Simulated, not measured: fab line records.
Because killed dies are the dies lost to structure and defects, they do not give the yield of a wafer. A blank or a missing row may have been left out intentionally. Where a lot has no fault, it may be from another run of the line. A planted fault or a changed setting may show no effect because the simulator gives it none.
fab line records	flow nand_harc	part 1 of 2: steps 1 to 33 of 49
record: lots: 5	wafers: 15	last_day: 29
route steps=1302 shown P_ZERO_WELL@37 P_STI@69
lots that met no fault: from a run of the same line without faults
start_h: start of the lot's first displayed wafer, in hours after the record's first day	wait_h: hours from the lot's prior step to this one	" unchanged from the row above	L1.1+2: one row covering several wafers at once	- either no value or no given start	* or withheld: withheld	< > ~ a bound
route shown NAME@n: a module of which the file shows steps, and the number in the route of the first	usual: mean/standard deviation of fault-free wafers	same: alike in all rows	chamber/n: place in a boat	sites: readings site by site	_std_site: the standard deviation of these	_edge_site: mean of outer sites minus mean of inner sites	radius_mm: how far each site lies from the wafer's centre	mask NAME#n: copy n	behind: the most recent tool/chamber to have shaped the wafer	hold: what put the lot on hold/how long, in hours/how the hold closed	device: the n, p or np transistor that did not switch	end of line: at the end of the route, the tests of the same wafers	for a step that has no rows: nothing shown but its recipe	killed: dies lost to structure and defects at the first sort, not the wafer's yield	map: dies across one wafer; x = killed, . = not, _ = none there
set.NAME: the setting that was run; set.NAME@STEP: the one run at that earlier step	model.NAME: the simulator's own value behind a step, which no gauge read
a table for each step, a row for each wafer; lots at some steps of the route
services: from which hour (start_h, from the record's first day; less than 0 if before it) a tool's chamber was out of use, for how many hours, and why
== steps ==
step: NHARC_P_ZERO_WELL_HMDS_30
recipe: time_s: 30
lot.wafer	tool	chamber	start_h	wait_h
L077.4+5+6	litho_track-05	0	-	-
L078.3+4+5	litho_track-05	0	-	-
L081.2+4+6	litho_track-05	0	-	-
L083.3+5+6	litho_track-05	0	-	-
L086.3+4+6	litho_track-07	0	-	-
step: NHARC_P_ZERO_WELL_COAT_31
recipe: spin_rpm: withheld
lot.wafer	tool	chamber	start_h	wait_h
L077.4+5+6	litho_track-05	0	-	-
L078.3+4+5	litho_track-05	0	-	-
L081.2+4+6	litho_track-05	0	-	-
L083.3+5+6	litho_track-05	0	-	-
L086.3+4+6	litho_track-07	0	-	-
step: NHARC_P_ZERO_WELL_SOFTBAKE_32
recipe: temp_c: 122	time_s: 95
lot.wafer	tool	chamber	start_h	wait_h
L077.4+5+6	litho_track-05	0	-	-
L078.3+4+5	litho_track-05	0	-	-
L081.2+4+6	litho_track-05	0	-	-
L083.3+5+6	litho_track-05	0	-	-
L086.3+4+6	litho_track-07	0	-	-
step: NHARC_P_ZERO_WELL_EBR_33
lot.wafer	tool	chamber	start_h	wait_h
L077.4+5+6	litho_track-05	0	-	-
L078.3+4+5	litho_track-05	0	-	-
L081.2+4+6	litho_track-05	0	-	-
L083.3+5+6	litho_track-05	0	-	-
L086.3+4+6	litho_track-07	0	-	-
step: NHARC_P_ZERO_WELL_EXPOSE_34
recipe: na: 0.6	target_cd_nm: 720	dose_mj: 22.31	mask_id: P_PWELL
usual: focus_offset_nm: 0.0/0.62
lot.wafer	tool	chamber	start_h	wait_h	mask	focus_offset_nm
L077.4	krf_scanner-02	0	54.01	-	P_PWELL#0	0.1
L077.5	"	0	"	"	P_PWELL#0	-0.5
L077.6	"	0	"	"	P_PWELL#0	-0.2
L078.3	krf_scanner-04	0	63.95	-	P_PWELL#0	0.1
L078.4	"	0	"	"	P_PWELL#0	0.4
L078.5	"	0	"	"	P_PWELL#0	0.1
L081.2	krf_scanner-03	0	94.53	-	P_PWELL#0	0.6
L081.4	"	0	"	"	P_PWELL#0	0.1
L081.6	"	0	"	"	P_PWELL#0	-0.4
L083.3	krf_scanner-03	0	114.45	-	P_PWELL#0	-0.9
L083.5	"	0	"	"	P_PWELL#0	-1.3
L083.6	"	0	"	"	P_PWELL#0	-0.4
L086.3	krf_scanner-02	0	143.84	-	P_PWELL#0	0.2
L086.4	"	0	"	"	P_PWELL#0	0.5
L086.6	"	0	"	"	P_PWELL#0	0.3
step: NHARC_P_ZERO_WELL_PEB_35
recipe: peb_temp_c: 118	peb_time_s: 85
lot.wafer	tool	chamber	start_h	wait_h
L077.4+5+6	litho_track-07	0	54.07	0.1
L078.3+4+5	litho_track-07	0	64.01	0.1
L081.2+4+6	litho_track-07	0	94.59	0.1
L083.3+5+6	litho_track-07	0	114.51	0.1
L086.3+4+6	litho_track-02	0	143.90	0.1
step: NHARC_P_ZERO_WELL_DEVELOP_36
recipe: time_s: 70
lot.wafer	tool	chamber	start_h	wait_h
L077.4+5+6	litho_track-07	0	-	-
L078.3+4+5	litho_track-07	0	-	-
L081.2+4+6	litho_track-07	0	-	-
L083.3+5+6	litho_track-07	0	-	-
L086.3+4+6	litho_track-02	0	-	-
step: NHARC_P_ZERO_WELL_CD_MEAS_37
recipe: target_cd_nm: 720	landing_energy_ev: 500
usual: cd_nm: 720.0/1.7
lot.wafer	tool	chamber	start_h	wait_h	cd_nm
L077.4	cd_sem-02	0	54.17	-	718.3
L077.5	"	0	"	"	719.9
L077.6	"	0	"	"	718.1
L078.3	cd_sem-02	0	64.10	-	721.6
L078.4	"	0	"	"	718.8
L078.5	"	0	"	"	720.8
L081.2	cd_sem-01	0	94.68	-	720.0
L081.4	"	0	"	"	723.9
L081.6	"	0	"	"	721.4
L083.3	cd_sem-01	0	114.60	-	717.5
L083.5	"	0	"	"	718.5
L083.6	"	0	"	"	718.7
L086.3	cd_sem-02	0	143.99	-	722.7
L086.4	"	0	"	"	722.7
L086.6	"	0	"	"	721.5
step: NHARC_P_ZERO_WELL_HARDBAKE_38
recipe: temp_c: 125	time_s: 80
lot.wafer	tool	chamber	start_h	wait_h
L077.4+5+6	litho_track-05	0	54.25	-
L078.3+4+5	litho_track-07	0	64.18	-
L081.2+4+6	litho_track-05	0	94.76	-
L083.3+5+6	litho_track-05	0	114.68	-
L086.3+4+6	litho_track-05	0	144.07	-
step: NHARC_P_ZERO_WELL_DESCUM_39
recipe: time_s: 3	o2_flow_sccm: 200	ar_flow_sccm: 0	bias_power_w: 0	chemistry: O2
usual: drypump_motor_current_A: 5.6/0.42	oes_product_au: 0.997/0.0086	rf_vpp_V: 57.9/0.86	showerhead_plenum_p_Torr: 1.94/0.074	throttle_valve_pct: 11.312/0.0093
lot.wafer	tool	chamber	start_h	wait_h	drypump_motor_current_A	oes_product_au	rf_hours_counter_h	rf_vpp_V	showerhead_plenum_p_Torr	throttle_valve_pct
L077.4	rie_diel-03	2	54.34	-	5.4	0.998	36	57.8	2.03	11.315
L077.5	"	0	"	"	6.0	0.997	-	58.4	1.84	11.303
L077.6	"	1	"	"	5.7	0.998	-	58.3	1.86	11.307
L078.3	rie_diel-10	1	64.28	-	6.4	0.991	48	57.9	1.95	11.309
L078.4	"	2	"	"	6.0	0.994	46	56.3	1.76	11.307
L078.5	"	0	"	"	5.4	1.003	-	59.3	1.96	11.310
L081.4	rie_diel-10	0	94.84	-	5.4	1.006	8	58.6	1.96	11.304
L081.2	"	1	"	"	6.4	0.989	8	57.6	1.94	11.299
L081.6	"	0	"	"	5.4	0.999	-	59.7	1.96	11.307
L083.3	rie_diel-03	2	114.79	-	5.3	1.006	0	57.8	2.03	11.315
L083.5	"	0	"	"	6.0	0.998	-	56.6	1.83	11.314
L083.6	"	2	"	"	5.4	1.010	-	58.3	2.03	11.304
L086.4	rie_diel-03	2	144.14	-	5.4	1.003	13	59.3	2.02	11.291
L086.3	"	1	"	"	5.7	1.013	13	58.4	1.85	11.318
L086.6	"	2	"	"	5.3	1.005	-	59.5	2.02	11.317
step: NHARC_P_ZERO_WELL_IMPLANT_40
recipe: energy_kev: 300	dose_cm2: 1e+13	tilt_deg: 7
usual: dose_ions_cm2: 1e+13/1.1e+10
lot.wafer	tool	chamber	start_h	wait_h	dose_ions_cm2
L077.4	implanter-02	0	54.55	0.2	9.982e+12
L077.5	"	0	"	"	9.993e+12
L077.6	"	0	"	"	9.987e+12
L078.3	implanter-02	0	64.46	0.2	9.987e+12
L078.4	"	0	"	"	9.977e+12
L078.5	"	0	"	"	9.987e+12
L081.2	implanter-02	0	95.02	0.2	1.0004e+13
L081.4	"	0	"	"	1.0013e+13
L081.6	"	0	"	"	1.0001e+13
L083.3	implanter-02	0	114.98	0.2	1.0009e+13
L083.5	"	0	"	"	1.0017e+13
L083.6	"	0	"	"	1e+13
L086.3	implanter-01	0	144.35	0.2	1.0001e+13
L086.4	"	0	"	"	1.0009e+13
L086.6	"	0	"	"	1.0008e+13
step: NHARC_P_ZERO_WELL_IMPLANT_59
recipe: energy_kev: 120	dose_cm2: 5e+12	tilt_deg: 7
usual: dose_ions_cm2: 5e+12/5.4e+09
lot.wafer	tool	chamber	start_h	wait_h	dose_ions_cm2
L077.4	implanter-02	0	54.73	0.2	5.001e+12
L077.5	"	0	"	"	5.001e+12
L077.6	"	0	"	"	5.005e+12
L078.3	implanter-02	0	64.64	0.1	5.006e+12
L078.4	"	0	"	"	5.015e+12
L078.5	"	0	"	"	5.009e+12
L081.2	implanter-02	0	95.20	0.2	5.012e+12
L081.4	"	0	"	"	4.999e+12
L081.6	"	0	"	"	5.003e+12
L083.3	implanter-02	0	115.16	0.1	4.999e+12
L083.5	"	0	"	"	4.999e+12
L083.6	"	0	"	"	5.014e+12
L086.3	implanter-01	0	144.53	0.1	5.001e+12
L086.4	"	0	"	"	4.994e+12
L086.6	"	0	"	"	5.001e+12
step: NHARC_P_ZERO_WELL_IMPLANT_60
recipe: energy_kev: 30	dose_cm2: 2e+12	tilt_deg: 7
usual: dose_ions_cm2: 2.0002e+12/2e+09
lot.wafer	tool	chamber	start_h	wait_h	dose_ions_cm2
L077.4	implanter-02	0	54.91	0.1	2.0047e+12
L077.5	"	0	"	"	2.0017e+12
L077.6	"	0	"	"	2.003e+12
L078.3	implanter-02	0	64.82	0.1	1.9978e+12
L078.4	"	0	"	"	1.9999e+12
L078.5	"	0	"	"	2.0005e+12
L081.2	implanter-02	0	95.38	0.2	1.9995e+12
L081.4	"	0	"	"	2.0034e+12
L081.6	"	0	"	"	1.9986e+12
L083.3	implanter-02	0	115.34	0.1	1.9989e+12
L083.5	"	0	"	"	2.0027e+12
L083.6	"	0	"	"	2.0014e+12
L086.3	implanter-01	0	144.71	0.1	2.0007e+12
L086.4	"	0	"	"	1.9991e+12
L086.6	"	0	"	"	2.0002e+12
step: NHARC_P_ZERO_WELL_STRIP_41
recipe: time_s: 840	temp_c: 130	chemistry: SPM
lot.wafer	tool	chamber	start_h	wait_h
L077.4+6+5	wet_bench-07	6,0,1	55.03	0.1
L078.3+4+5	wet_bench-01	0,1,4	64.97	0.1
L081.6+4+2	wet_bench-01	3,4,6	95.57	0.0
L083.5+6+3	wet_bench-01	6,0,1	115.51	0.1
L086.3+6+4	wet_bench-02	5,0,1	144.86	0.1
step: NHARC_P_ZERO_WELL_DEHYDRATE_44
recipe: temp_c: 150	time_s: 120
lot.wafer	tool	chamber	start_h	wait_h
L077.4+5+6	litho_track-07	0	55.38	-
L078.3+4+5	litho_track-02	0	65.30	-
L081.2+4+6	litho_track-07	0	95.90	-
L083.3+5+6	litho_track-07	0	115.82	-
L086.3+4+6	litho_track-05	0	145.19	-
step: NHARC_P_ZERO_WELL_HMDS_45
recipe: time_s: 30
lot.wafer	tool	chamber	start_h	wait_h
L077.4+5+6	litho_track-07	0	-	-
L078.3+4+5	litho_track-02	0	-	-
L081.2+4+6	litho_track-07	0	-	-
L083.3+5+6	litho_track-07	0	-	-
L086.3+4+6	litho_track-05	0	-	-
step: NHARC_P_ZERO_WELL_COAT_46
recipe: spin_rpm: withheld
lot.wafer	tool	chamber	start_h	wait_h
L077.4+5+6	litho_track-07	0	-	-
L078.3+4+5	litho_track-02	0	-	-
L081.2+4+6	litho_track-07	0	-	-
L083.3+5+6	litho_track-07	0	-	-
L086.3+4+6	litho_track-05	0	-	-
step: NHARC_P_ZERO_WELL_SOFTBAKE_47
recipe: temp_c: 122	time_s: 95
lot.wafer	tool	chamber	start_h	wait_h
L077.4+5+6	litho_track-07	0	-	-
L078.3+4+5	litho_track-02	0	-	-
L081.2+4+6	litho_track-07	0	-	-
L083.3+5+6	litho_track-07	0	-	-
L086.3+4+6	litho_track-05	0	-	-
step: NHARC_P_ZERO_WELL_EBR_48
lot.wafer	tool	chamber	start_h	wait_h
L077.4+5+6	litho_track-07	0	-	-
L078.3+4+5	litho_track-02	0	-	-
L081.2+4+6	litho_track-07	0	-	-
L083.3+5+6	litho_track-07	0	-	-
L086.3+4+6	litho_track-05	0	-	-
step: NHARC_P_ZERO_WELL_EXPOSE_49
recipe: na: 0.6	target_cd_nm: 2000	dose_mj: 22.64	mask_id: P_HVPW
usual: focus_offset_nm: 0.0/0.57
lot.wafer	tool	chamber	start_h	wait_h	mask	focus_offset_nm
L077.4	krf_scanner-04	0	55.54	-	P_HVPW#0	0.0
L077.5	"	0	"	"	P_HVPW#0	-0.3
L077.6	"	0	"	"	P_HVPW#0	-0.6
L078.3	krf_scanner-02	0	65.58	-	P_HVPW#0	0.3
L078.4	"	0	"	"	P_HVPW#0	-0.1
L078.5	"	0	"	"	P_HVPW#0	-0.2
L081.2	krf_scanner-04	0	96.18	-	P_HVPW#0	-0.6
L081.4	"	0	"	"	P_HVPW#0	0.6
L081.6	"	0	"	"	P_HVPW#0	-0.6
L083.3	krf_scanner-03	0	116.10	-	P_HVPW#0	0.5
L083.5	"	0	"	"	P_HVPW#0	-0.1
L083.6	"	0	"	"	P_HVPW#0	1.1
L086.3	krf_scanner-02	0	145.47	-	P_HVPW#0	0.1
L086.4	"	0	"	"	P_HVPW#0	0.2
L086.6	"	0	"	"	P_HVPW#0	0.1
step: NHARC_P_ZERO_WELL_PEB_50
recipe: peb_temp_c: 118	peb_time_s: 85
lot.wafer	tool	chamber	start_h	wait_h
L077.4+5+6	litho_track-07	0	55.59	0.0
L078.3+4+5	litho_track-07	0	65.64	0.1
L081.2+4+6	litho_track-07	0	96.24	0.1
L083.3+5+6	litho_track-02	0	116.16	0.1
L086.3+4+6	litho_track-05	0	145.53	0.1
step: NHARC_P_ZERO_WELL_DEVELOP_51
recipe: time_s: 70
lot.wafer	tool	chamber	start_h	wait_h
L077.4+5+6	litho_track-07	0	-	-
L078.3+4+5	litho_track-07	0	-	-
L081.2+4+6	litho_track-07	0	-	-
L083.3+5+6	litho_track-02	0	-	-
L086.3+4+6	litho_track-05	0	-	-
step: NHARC_P_ZERO_WELL_CD_MEAS_52
recipe: target_cd_nm: 2000	landing_energy_ev: 500
usual: cd_nm: 1999.3/1.8
lot.wafer	tool	chamber	start_h	wait_h	cd_nm
L077.4	cd_sem-02	0	55.69	-	1997.9
L077.5	"	0	"	"	1999.0
L077.6	"	0	"	"	1998.4
L078.3	cd_sem-01	0	65.73	-	2001.7
L078.4	"	0	"	"	2001.7
L078.5	"	0	"	"	2003.2
L081.2	cd_sem-03	0	96.33	-	2000.7
L081.4	"	0	"	"	1998.0
L081.6	"	0	"	"	1998.6
L083.3	cd_sem-03	0	116.25	-	1998.1
L083.5	"	0	"	"	1996.9
L083.6	"	0	"	"	1997.7
L086.3	cd_sem-02	0	145.62	-	1998.7
L086.4	"	0	"	"	1998.7
L086.6	"	0	"	"	2000.5
step: NHARC_P_ZERO_WELL_HARDBAKE_53
recipe: temp_c: 125	time_s: 80
lot.wafer	tool	chamber	start_h	wait_h
L077.4+5+6	litho_track-05	0	55.77	-
L078.3+4+5	litho_track-05	0	65.81	-
L081.2+4+6	litho_track-05	0	96.41	-
L083.3+5+6	litho_track-02	0	116.33	-
L086.3+4+6	litho_track-02	0	145.70	-
step: NHARC_P_ZERO_WELL_DESCUM_54
recipe: time_s: 3	o2_flow_sccm: 200	ar_flow_sccm: 0	bias_power_w: 0	chemistry: O2
usual: drypump_motor_current_A: 5.7/0.46	oes_product_au: 0.999/0.011	rf_vpp_V: 57.8/0.88	showerhead_plenum_p_Torr: 1.94/0.078	throttle_valve_pct: 11.310/0.0091
lot.wafer	tool	chamber	start_h	wait_h	drypump_motor_current_A	oes_product_au	rf_hours_counter_h	rf_vpp_V	showerhead_plenum_p_Torr	throttle_valve_pct
L077.4	rie_diel-03	3	55.84	-	5.9	0.997	41	57.3	2.03	11.318
L077.6	"	3	"	"	5.9	0.996	-	58.3	2.03	11.287
L077.5	"	0	"	"	6.0	0.996	-	56.7	1.84	11.317
L078.3	rie_diel-09	1	65.90	-	6.0	0.986	24	57.6	2.02	11.316
L078.4	"	3	"	"	5.7	0.994	26	56.9	1.99	11.301
L078.5	"	2	"	"	5.2	0.987	-	57.1	1.89	11.311
L081.2	rie_diel-03	3	96.49	-	5.9	1.001	54	57.7	2.03	11.285
L081.4	"	2	"	"	5.3	0.997	48	58.0	2.03	11.306
L081.6	"	0	"	"	5.9	0.983	-	57.6	1.83	11.316
L083.3	rie_diel-03	2	116.41	-	5.4	1.004	0	58.6	2.03	11.291
L083.6	"	2	"	"	5.3	1.005	-	58.7	2.03	11.318
L083.5	"	3	"	"	5.9	1.004	-	57.5	2.02	11.302
L086.4	rie_diel-03	1	145.80	-	5.7	1.013	13	56.8	1.85	11.305
L086.3	"	2	"	"	5.4	1.010	13	58.8	2.02	11.308
L086.6	"	3	"	"	5.9	1.003	-	58.6	2.02	11.307
step: NHARC_P_ZERO_WELL_IMPLANT_55
recipe: energy_kev: 180	dose_cm2: 8e+11	tilt_deg: 7
usual: dose_ions_cm2: 7.998e+11/8.1e+08
lot.wafer	tool	chamber	start_h	wait_h	dose_ions_cm2
L077.4	implanter-02	0	56.08	0.2	8.004e+11
L077.5	"	0	"	"	8.003e+11
L077.6	"	0	"	"	8.015e+11
L078.3	implanter-01	0	66.11	0.2	7.983e+11
L078.4	"	0	"	"	7.983e+11
L078.5	"	0	"	"	7.989e+11
L081.2	implanter-01	0	96.67	0.2	7.987e+11
L081.4	"	0	"	"	8.003e+11
L081.6	"	0	"	"	7.985e+11
L083.3	implanter-02	0	116.61	0.2	8.001e+11
L083.5	"	0	"	"	8.008e+11
L083.6	"	0	"	"	8.004e+11
L086.3	implanter-02	0	145.98	0.2	8.001e+11
L086.4	"	0	"	"	8e+11
L086.6	"	0	"	"	7.988e+11
step: NHARC_P_ZERO_WELL_IMPLANT_61
recipe: energy_kev: 30	dose_cm2: 5e+11	tilt_deg: 7
usual: dose_ions_cm2: 5.001e+11/4.6e+08
lot.wafer	tool	chamber	start_h	wait_h	dose_ions_cm2
L077.4	implanter-02	0	56.26	0.1	4.996e+11
L077.5	"	0	"	"	5e+11
L077.6	"	0	"	"	4.997e+11
L078.3	implanter-01	0	66.29	0.2	4.997e+11
L078.4	"	0	"	"	4.998e+11
L078.5	"	0	"	"	4.997e+11
L081.2	implanter-01	0	96.85	0.1	5.008e+11
L081.4	"	0	"	"	4.996e+11
L081.6	"	0	"	"	5.002e+11
L083.3	implanter-02	0	116.79	0.2	5.005e+11
L083.5	"	0	"	"	4.999e+11
L083.6	"	0	"	"	5.001e+11
L086.3	implanter-02	0	146.16	0.2	5.001e+11
L086.4	"	0	"	"	5.005e+11
L086.6	"	0	"	"	4.991e+11
step: NHARC_P_ZERO_WELL_STRIP_56
recipe: time_s: 840	temp_c: 130	chemistry: SPM
lot.wafer	tool	chamber	start_h	wait_h
L077.6+5+4	wet_bench-01	4,5,6	56.40	0.0
L078.5+3+4	wet_bench-02	2,5,6	66.45	0.1
L081.6+2+4	wet_bench-02	3,6,7	97.06	0.1
L083.5+6+3	wet_bench-01	2,3,5	116.94	0.1
L086.3+6+4	wet_bench-02	7,3,4	146.32	0.1
step: NHARC_P_ZERO_WELL_PRECLEAN_68
recipe: time_s: 60	temp_c: 50	bath_age_min: 0	chemistry: SC1
usual: nh4oh_flow_mL_min: 28.30/0.097
same: bath_age_min: 0
lot.wafer	tool	chamber	start_h	wait_h	nh4oh_flow_mL_min
L077.6	wet_bench-01	4	-	-	28.27
L077.5	"	5	"	"	28.41
L077.4	"	6	"	"	28.15
L078.5	wet_bench-02	2	-	-	28.24
L078.3	"	5	"	"	28.32
L078.4	"	6	"	"	28.21
L081.6	wet_bench-02	3	-	-	28.44
L081.2	"	6	"	"	28.44
L081.4	"	7	"	"	28.21
L083.5	wet_bench-01	2	-	-	28.20
L083.6	"	3	"	"	28.18
L083.3	"	5	"	"	28.20
L086.3	wet_bench-02	7	-	-	28.18
L086.6	"	3	"	"	28.52
L086.4	"	4	"	"	28.30
step: NHARC_P_ZERO_WELL_SRD_69
lot.wafer	tool	chamber	start_h	wait_h
L077.6+5+4	wet_bench-01	4,5,6	-	-
L078.5+3+4	wet_bench-02	2,5,6	-	-
L081.6+2+4	wet_bench-02	3,6,7	-	-
L083.5+6+3	wet_bench-01	2,3,5	-	-
L086.3+6+4	wet_bench-02	7,3,4	-	-
step: NHARC_P_ZERO_WELL_RTA_42
recipe: temp_c: 1100	time_s: 300
usual: lamp_power_pct: 36.2/0.62	lamp_zone_7_pct: 36.5/0.62	wafer_temp_C_max: 1105.2/1.5
lot.wafer	tool	chamber	start_h	wait_h	lamp_power_pct	lamp_zone_7_pct	wafer_temp_C_max
L077.4	rtp_anneal-01	0	57.15	-	35.7	35.9	1104.8
L077.5	"	0	"	"	35.6	35.9	1102.7
L077.6	"	0	"	"	35.6	35.9	1103.7
L078.3	rtp_anneal-02	0	67.11	-	36.8	37.2	1108.0
L078.4	"	0	"	"	36.8	37.2	1107.1
L078.5	"	0	"	"	36.8	37.2	1107.6
L081.2	rtp_anneal-01	0	97.60	-	35.6	35.9	1102.7
L081.4	"	0	"	"	35.6	36.0	1104.0
L081.6	"	0	"	"	35.6	35.9	1103.6
L083.3	rtp_anneal-01	0	117.66	-	35.5	35.9	1103.7
L083.5	"	0	"	"	35.6	35.9	1104.2
L083.6	"	0	"	"	35.5	35.9	1103.6
L086.3	rtp_anneal-01	0	146.97	-	35.6	35.9	1103.5
L086.4	"	0	"	"	35.6	35.9	1105.2
L086.6	"	0	"	"	35.6	35.9	1104.5
step: NHARC_P_ZERO_WELL_INSPECT_43
usual: raw_defect_count: 13/6.7
lot.wafer	tool	chamber	start_h	wait_h	raw_defect_count
L077.4	defect_inspect-01	-	57.51	0.2	14
L077.5	"	-	"	"	20
L077.6	"	-	"	"	8
L078.3	defect_inspect-02	-	67.57	0.4	5
L078.4	"	-	"	"	15
L078.5	"	-	"	"	11
L081.2	defect_inspect-01	-	98.17	0.5	12
L081.4	"	-	"	"	29
L081.6	"	-	"	"	9
L083.3	defect_inspect-02	-	118.12	0.4	12
L083.5	"	-	"	"	3
L083.6	"	-	"	"	11
L086.3	defect_inspect-01	-	147.43	0.4	5
L086.4	"	-	"	"	6
L086.6	"	-	"	"	8
step: NHARC_P_STI_ETCH_26
recipe: target_depth_a: 110	chemistry: dHF	material: SiO2
lot.wafer	tool	chamber	start_h	wait_h
L077.6+5+4	wet_bench-03	0,1,2	57.58	0.1
L078.5+4+3	wet_bench-03	7,3,4	67.62	0.0
L081.4+6+2	wet_bench-05	1,3,4	98.22	0.0
L083.6+5+3	wet_bench-05	3,5,7	118.18	0.1
L086.6+4+3	wet_bench-04	7,2,3	147.49	0.1
